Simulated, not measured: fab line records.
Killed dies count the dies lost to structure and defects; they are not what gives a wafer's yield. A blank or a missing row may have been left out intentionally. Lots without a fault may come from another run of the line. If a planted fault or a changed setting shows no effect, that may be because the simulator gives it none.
fab line records ; flow nand-harc
record lots=6; wafers=18; last-day=33
route steps=1302 shown A_STAIRCASE@700
lots that met no fault: taken from a fault-free run of the same line
start-h: hours from the record's opening day to when the first of the lot's shown wafers began ; wait-h: hours from the lot's prior step to this one ; " the same as in the row above ; L1.1+2: one row covering several wafers at once ; - no value, or no start was given ; * or withheld: withheld ; < > ~ a bound
route shown NAME@n: a module of which the file shows steps, and the number in the route of the first ; usual: the fault-free wafers' mean and standard deviation ; same: alike in all rows ; chamber/n: place in a boat ; sites: readings site by site ; _std_site: their standard deviation ; _edge_site: mean of outer sites minus mean of inner sites ; radius-mm: how far each site lies from the wafer's centre ; mask NAME#n: copy n ; behind: the last tool/chamber to shape the wafer ; hold: what put the lot on hold/how long, in hours/how the hold closed ; device: transistor that didn't switch, given as n, p or np ; end of line: the route-end tests of the same wafers ; where a step has no rows: the recipe by itself ; killed: dies that structure and defects cost at the first sort, which is not the same as the wafer's yield ; map: shows each die of a wafer: x if killed, . if not, _ if none is there
set.NAME: the run value of the setting; set.NAME@STEP: its run value at that earlier step ; model.NAME: the simulator's own value behind a step, which no gauge read
lots at selected steps of the route; one table per step, one row per wafer
services: a tool's chamber out of use, with start hour (start-h, from the record's first day; less than 0 if before it), hours out, and reason
## steps
# step NHARC_A_STAIRCASE_DESCUM_186
# recipe time-s=3; o2-flow-sccm=200; ar-flow-sccm=0; bias-power-w=0; chemistry=O2
# usual chamber-pressure-mTorr=60.00/0.054; drypump-motor-current-A=5.7/0.53; oes-product-au=1.004/0.0081; rf-vpp-V=57.8/0.87; showerhead-plenum-p-Torr=1.89/0.06; throttle-valve-pct=11.310/0.0085
lot.wafer;tool;chamber;start-h;wait-h;chamber-pressure-mTorr;drypump-motor-current-A;oes-product-au;rf-hours-counter-h;rf-vpp-V;showerhead-plenum-p-Torr;throttle-valve-pct
L805.3;rie-diel-10;3;363.05;-;59.87;5.0;0.998;44;59.5;1.96;11.305
L805.2;rie-diel-10;1;363.05;-;60.01;6.4;0.998;44;56.9;1.91;11.316
L805.6;rie-diel-10;3;363.05;-;60.01;5.0;1.012;-;57.4;1.96;11.328
L810.3;rie-diel-10;0;413.51;-;59.88;5.7;1.017;64;56.8;1.78;11.315
L810.1;rie-diel-10;1;413.51;-;59.99;6.5;1.021;62;57.2;1.90;11.301
L810.5;rie-diel-10;3;413.51;-;60.02;5.0;1.006;-;57.3;1.95;11.317
L813.1;rie-diel-10;2;445.90;-;60.07;5.9;0.992;3;58.4;1.98;11.330
L813.6;rie-diel-10;2;445.90;-;59.98;5.9;1.001;-;56.3;1.98;11.310
L813.5;rie-diel-10;3;445.90;-;60.03;5.0;1.006;-;58.2;1.95;11.318
L821.4;rie-diel-12;1;516.24;-;59.98;5.9;0.999;21;57.9;1.89;11.300
L821.1;rie-diel-12;3;516.24;-;59.98;6.0;1.010;20;57.5;1.93;11.314
L821.5;rie-diel-12;1;516.24;-;59.97;5.9;0.996;-;57.3;1.89;11.320
L823.3;rie-diel-06;3;532.28;-;60.05;5.3;1.006;13;58.7;1.87;11.322
L823.2;rie-diel-06;2;532.28;-;60.05;4.6;0.999;14;56.9;1.93;11.316
L823.6;rie-diel-06;3;532.28;-;60.10;5.3;1.016;-;57.3;1.87;11.308
L826.4;rie-diel-06;2;571.94;-;59.85;4.6;0.994;30;58.9;1.92;11.303
L826.3;rie-diel-06;3;571.94;-;59.91;5.3;1.014;27;57.2;1.87;11.310
L826.5;rie-diel-06;1;571.94;-;59.95;6.0;0.994;-;55.9;1.79;11.329
# step NHARC_A_STAIRCASE_TRIM_187
# recipe time-s=211.2; o2-flow-sccm=500; ar-flow-sccm=0; bias-w=0; chemistry=O2
# usual chamber-pressure-mTorr=60.00/0.056; drypump-motor-current-A=5.8/0.52; oes-product-au=1.002/0.0093; rf-vpp-V=57.7/0.81; showerhead-plenum-p-Torr=3.49/0.1; throttle-valve-pct=17.038/0.0094
lot.wafer;tool;chamber;start-h;wait-h;chamber-pressure-mTorr;drypump-motor-current-A;oes-product-au;rf-hours-counter-h;rf-vpp-V;showerhead-plenum-p-Torr;throttle-valve-pct
L805.2;rie-diel-10;2;363.16;0.1;60.03;6.0;0.996;44;58.0;3.66;17.037
L805.3;rie-diel-10;3;363.16;0.1;60.02;5.0;0.996;44;58.3;3.60;17.028
L805.6;rie-diel-10;0;363.16;0.1;60.04;5.6;1.003;-;57.3;3.31;17.044
L810.3;rie-diel-10;3;413.66;0.1;59.92;5.0;1.012;63;57.1;3.59;17.026
L810.1;rie-diel-10;1;413.66;0.1;59.98;6.5;1.024;62;57.8;3.51;17.037
L810.5;rie-diel-10;3;413.66;0.1;60.04;5.0;1.007;-;58.4;3.59;17.031
L813.1;rie-diel-10;0;446.03;0.1;59.99;5.6;1.008;4;58.6;3.30;17.035
L813.6;rie-diel-10;1;446.03;0.1;59.95;6.5;1.000;-;57.1;3.50;17.055
L813.5;rie-diel-10;2;446.03;0.1;60.04;6.0;0.996;-;58.2;3.65;17.034
L821.1;rie-diel-12;3;516.33;0.1;60.07;6.0;0.994;20;57.7;3.55;17.033
L821.4;rie-diel-12;1;516.33;0.1;60.00;5.9;1.001;21;59.3;3.48;17.010
L821.5;rie-diel-12;3;516.33;0.1;59.96;6.0;1.007;-;57.8;3.55;17.051
L823.2;rie-diel-06;1;532.38;0.1;59.94;6.0;1.008;13;57.1;3.32;17.054
L823.3;rie-diel-06;3;532.38;0.1;60.03;5.3;1.012;13;58.6;3.45;17.033
L823.6;rie-diel-06;0;532.38;0.1;59.99;6.4;1.003;-;58.9;3.57;17.018
L826.3;rie-diel-06;3;572.01;0.1;60.08;5.3;1.007;27;58.1;3.45;17.022
L826.4;rie-diel-06;2;572.01;0.1;60.12;4.7;0.990;30;57.5;3.55;17.049
L826.5;rie-diel-06;0;572.01;0.1;59.96;6.4;1.005;-;58.1;3.56;17.048
# step NHARC_A_STAIRCASE_ETCH_188
# recipe target-depth-a=1000; time-s=40.5; ion-energy-ev=400; c4f8-flow-sccm=20; o2-flow-sccm=10; ar-flow-sccm=withheld; rf-w=600; bias-w=1000; chemistry=C4F8/O2
# usual chamber-pressure-mTorr=25.001/0.024; oes-product-au=0.947/0.013; rf-vpp-V=895/3.9
lot.wafer;tool;chamber;start-h;wait-h;chamber-pressure-mTorr;oes-product-au;rf-hours-counter-h;rf-vpp-V
L805.2;rie-diel-10;2;-;-;25.014;0.969;44;903
L805.3;rie-diel-10;1;-;-;25.012;0.964;44;893
L805.6;rie-diel-10;2;-;-;25.001;0.961;-;903
L810.1;rie-diel-10;1;-;-;25.013;0.932;62;895
L810.3;rie-diel-10;2;-;-;24.983;0.923;62;900
L810.5;rie-diel-10;1;-;-;24.998;0.936;-;895
L813.1;rie-diel-10;2;-;-;24.994;0.941;3;901
L813.5;rie-diel-10;1;-;-;24.979;0.952;-;894
L813.6;rie-diel-10;2;-;-;25.012;0.939;-;900
L821.4;rie-diel-12;1;-;-;24.985;0.950;21;894
L821.1;rie-diel-12;3;-;-;24.986;0.943;20;897
L821.5;rie-diel-12;1;-;-;24.994;0.940;-;894
L823.3;rie-diel-06;1;-;-;24.994;0.949;13;889
L823.2;rie-diel-06;2;-;-;24.991;0.965;14;896
L823.6;rie-diel-06;2;-;-;24.970;0.957;-;897
L826.3;rie-diel-06;3;-;-;25.003;0.954;27;892
L826.4;rie-diel-06;0;-;-;24.974;0.948;27;898
L826.5;rie-diel-06;3;-;-;25.024;0.963;-;893
# step NHARC_A_STAIRCASE_TRIM_189
# recipe time-s=211.2; o2-flow-sccm=500; ar-flow-sccm=0; bias-w=0; chemistry=O2
# step NHARC_A_STAIRCASE_ETCH_190
# recipe target-depth-a=1000; time-s=40.5; ion-energy-ev=400; c4f8-flow-sccm=20; o2-flow-sccm=10; ar-flow-sccm=withheld; rf-w=600; bias-w=1000; chemistry=C4F8/O2
# step NHARC_A_STAIRCASE_TRIM_191
# recipe time-s=211.2; o2-flow-sccm=500; ar-flow-sccm=0; bias-w=0; chemistry=O2
# step NHARC_A_STAIRCASE_ETCH_192
# recipe target-depth-a=1000; time-s=40.5; ion-energy-ev=400; c4f8-flow-sccm=20; o2-flow-sccm=10; ar-flow-sccm=withheld; rf-w=600; bias-w=1000; chemistry=C4F8/O2
# step NHARC_A_STAIRCASE_TRIM_193
# recipe time-s=211.2; o2-flow-sccm=500; ar-flow-sccm=0; bias-w=0; chemistry=O2
# step NHARC_A_STAIRCASE_ETCH_194
# recipe target-depth-a=1000; time-s=40.5; ion-energy-ev=400; c4f8-flow-sccm=20; o2-flow-sccm=10; ar-flow-sccm=withheld; rf-w=600; bias-w=1000; chemistry=C4F8/O2
# usual chamber-pressure-mTorr=24.999/0.024; oes-product-au=0.945/0.014; rf-vpp-V=895/4
lot.wafer;tool;chamber;start-h;wait-h;chamber-pressure-mTorr;oes-product-au;rf-hours-counter-h;rf-vpp-V
L805.3;rie-diel-10;0;-;-;24.977;0.963;46;887
L805.2;rie-diel-10;1;-;-;25.004;0.949;45;895
L805.6;rie-diel-10;3;-;-;24.958;0.968;-;898
L810.1;rie-diel-10;1;-;-;25.045;0.946;63;895
L810.3;rie-diel-10;2;-;-;25.016;0.929;63;901
L810.5;rie-diel-10;1;-;-;25.004;0.952;-;896
L813.1;rie-diel-10;0;-;-;24.972;0.957;4;888
L813.6;rie-diel-10;2;-;-;25.048;0.931;-;900
L813.5;rie-diel-10;3;-;-;25.016;0.936;-;898
L821.1;rie-diel-12;2;-;-;24.981;0.944;20;895
L821.4;rie-diel-12;3;-;-;24.974;0.947;20;897
L821.5;rie-diel-12;0;-;-;24.952;0.952;-;891
L823.3;rie-diel-06;2;-;-;24.999;0.939;14;897
L823.2;rie-diel-06;3;-;-;24.988;0.956;13;893
L823.6;rie-diel-06;1;-;-;25.039;0.944;-;889
L826.3;rie-diel-06;2;-;-;25.021;0.949;30;897
L826.4;rie-diel-06;1;-;-;25.033;0.946;29;888
L826.5;rie-diel-06;3;-;-;25.000;0.965;-;892
# step NHARC_A_STAIRCASE_TRIM_196
# recipe time-s=211.2; o2-flow-sccm=500; ar-flow-sccm=0; bias-w=0; chemistry=O2
# step NHARC_A_STAIRCASE_ETCH_197
# recipe target-depth-a=1000; time-s=40.5; ion-energy-ev=400; c4f8-flow-sccm=20; o2-flow-sccm=10; ar-flow-sccm=withheld; rf-w=600; bias-w=1000; chemistry=C4F8/O2
# usual chamber-pressure-mTorr=25.000/0.024; oes-product-au=0.947/0.014; rf-vpp-V=895/3.9
lot.wafer;tool;chamber;start-h;wait-h;chamber-pressure-mTorr;oes-product-au;rf-hours-counter-h;rf-vpp-V
L805.2;rie-diel-12;2;-;-;24.983;0.956;28;896
L805.3;rie-diel-12;3;-;-;24.976;0.955;28;899
L805.6;rie-diel-12;1;-;-;25.017;0.954;-;896
L810.1;rie-diel-10;2;-;-;25.005;0.928;63;901
L810.3;rie-diel-10;3;-;-;25.004;0.932;65;898
L810.5;rie-diel-10;2;-;-;24.998;0.940;-;900
L813.1;rie-diel-10;0;-;-;24.997;0.948;4;886
L813.5;rie-diel-10;0;-;-;25.025;0.942;-;887
L813.6;rie-diel-10;1;-;-;25.016;0.941;-;896
L821.4;rie-diel-12;2;-;-;24.962;0.942;20;896
L821.1;rie-diel-12;1;-;-;24.986;0.946;21;895
L821.5;rie-diel-12;2;-;-;25.015;0.931;-;896
L823.2;rie-diel-10;2;-;-;24.998;0.934;40;900
L823.3;rie-diel-10;0;-;-;25.026;0.959;32;886
L823.6;rie-diel-10;2;-;-;25.043;0.937;-;898
L826.3;rie-diel-12;2;-;-;25.033;0.948;37;896
L826.4;rie-diel-12;2;-;-;25.036;0.956;-;895
L826.5;rie-diel-12;1;-;-;25.001;0.960;-;894
# step NHARC_A_STAIRCASE_TRIM_198
# recipe time-s=211.2; o2-flow-sccm=500; ar-flow-sccm=0; bias-w=0; chemistry=O2
# usual chamber-pressure-mTorr=60.00/0.055; drypump-motor-current-A=5.7/0.51; oes-product-au=1.002/0.0094; rf-vpp-V=57.7/0.87; showerhead-plenum-p-Torr=3.50/0.1; throttle-valve-pct=17.036/0.01
lot.wafer;tool;chamber;start-h;wait-h;chamber-pressure-mTorr;drypump-motor-current-A;oes-product-au;rf-hours-counter-h;rf-vpp-V;showerhead-plenum-p-Torr;throttle-valve-pct
L805.2;rie-diel-12;3;364.44;-;60.00;6.0;0.992;28;56.4;3.58;17.031
L805.3;rie-diel-12;2;364.44;-;60.02;5.8;0.991;28;58.6;3.54;17.042
L805.6;rie-diel-12;3;364.44;-;60.03;6.0;0.979;-;57.2;3.58;17.031
L810.3;rie-diel-10;2;416.52;-;59.87;5.9;0.996;64;59.8;3.65;17.039
L810.1;rie-diel-10;0;416.52;-;60.03;5.7;0.833;66;57.4;3.30;17.042
L810.5;rie-diel-10;3;416.52;-;60.08;5.0;1.008;-;57.5;3.59;17.046
L813.1;rie-diel-10;1;447.37;-;60.02;6.5;0.997;4;57.7;3.50;17.016
L813.5;rie-diel-10;3;447.37;-;60.05;5.0;1.009;-;56.4;3.58;17.048
L813.6;rie-diel-10;0;447.37;-;60.05;5.6;0.826;-;57.0;3.30;17.037
L821.1;rie-diel-12;0;517.64;-;60.02;6.1;1.006;21;56.9;3.42;17.034
L821.4;rie-diel-12;3;517.64;-;59.92;6.0;1.010;20;58.2;3.55;17.032
L821.5;rie-diel-12;0;517.64;-;59.99;6.1;1.011;-;56.5;3.42;17.052
L823.3;rie-diel-10;3;533.84;-;60.07;5.0;0.986;37;56.5;3.57;17.028
L823.2;rie-diel-10;1;533.84;-;59.98;6.5;0.989;35;57.1;3.48;17.044
L823.6;rie-diel-10;3;533.84;-;59.91;5.0;0.999;-;57.5;3.57;17.026
L826.3;rie-diel-12;2;573.37;-;60.01;5.8;0.993;37;57.4;3.50;17.035
L826.5;rie-diel-12;2;573.37;-;59.97;5.8;0.994;-;58.2;3.50;17.029
L826.4;rie-diel-12;1;573.37;-;59.97;5.9;0.991;-;58.4;3.47;17.035
# step NHARC_A_STAIRCASE_ETCH_199
# recipe target-depth-a=1000; time-s=40.5; ion-energy-ev=400; c4f8-flow-sccm=20; o2-flow-sccm=10; ar-flow-sccm=withheld; rf-w=600; bias-w=1000; chemistry=C4F8/O2
## services
tool;chamber;start-h;hours;kind
rie-diel-10;0;353.17;-;clean
rie-diel-10;1;353.17;-;clean
rie-diel-10;2;353.17;-;clean
rie-diel-10;3;353.17;-;clean
rie-diel-10;0;377.78;-;clean
rie-diel-10;1;377.78;-;clean
rie-diel-10;2;377.78;-;clean
rie-diel-10;3;377.78;-;clean
rie-diel-06;0;382.08;59.9;repair
rie-diel-06;2;392.11;8.8;repair
rie-diel-10;2;393.98;2.7;repair
rie-diel-10;0;402.28;-;clean
rie-diel-10;1;402.28;-;clean
rie-diel-10;2;402.28;-;clean
rie-diel-10;3;402.28;-;clean
rie-diel-10;-;419.65;9.0;pm
rie-diel-10;0;419.65;9.0;vent-cycle
rie-diel-10;1;419.65;9.0;vent-cycle
rie-diel-10;2;419.65;9.0;vent-cycle
rie-diel-06;3;426.35;13.7;repair
rie-diel-12;-;446.86;9.0;pm
rie-diel-06;0;474.62;15.1;repair
rie-diel-06;-;486.56;9.0;pm
rie-diel-12;0;570.96;13.3;repair
## key
first-sign step=NHARC_A_STAIRCASE_TRIM_198; reading=oes-product-au; direction=down; sigmas=18; usual=1.002; struck=0.830
effect none on later readings
met-at NHARC_A_STAIRCASE_TRIM_198
struck-wafers L810.1,L813.6
later-rows-left-out L810.1,L813.6
sort-left-out L810.1,L813.6
tester-left-out L810,L813
fault kind=process-parameter-drift; tool=rie-diel-10; chamber=0; onset-h=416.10; steps=NHARC_A_STAIRCASE_TRIM_198; channel=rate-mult; offset=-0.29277; shape=step; end-h=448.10
# tester-left-out: of these lots the tester's yield and bins aren't shown, on N5 and GAA mostly nor the transistor test; their killed dies are dies lost to structure and defects alone, not to doping, threshold or leakage, so they don't give the yield
# sort-left-out: the simulated sort isn't trusted on such a fault, so these wafers' sort isn't shown, and their yield isn't known
# later-rows-left-out: the simulator's readings of these wafers behind a module that went badly wrong aren't trusted and aren't shown, but for the sort
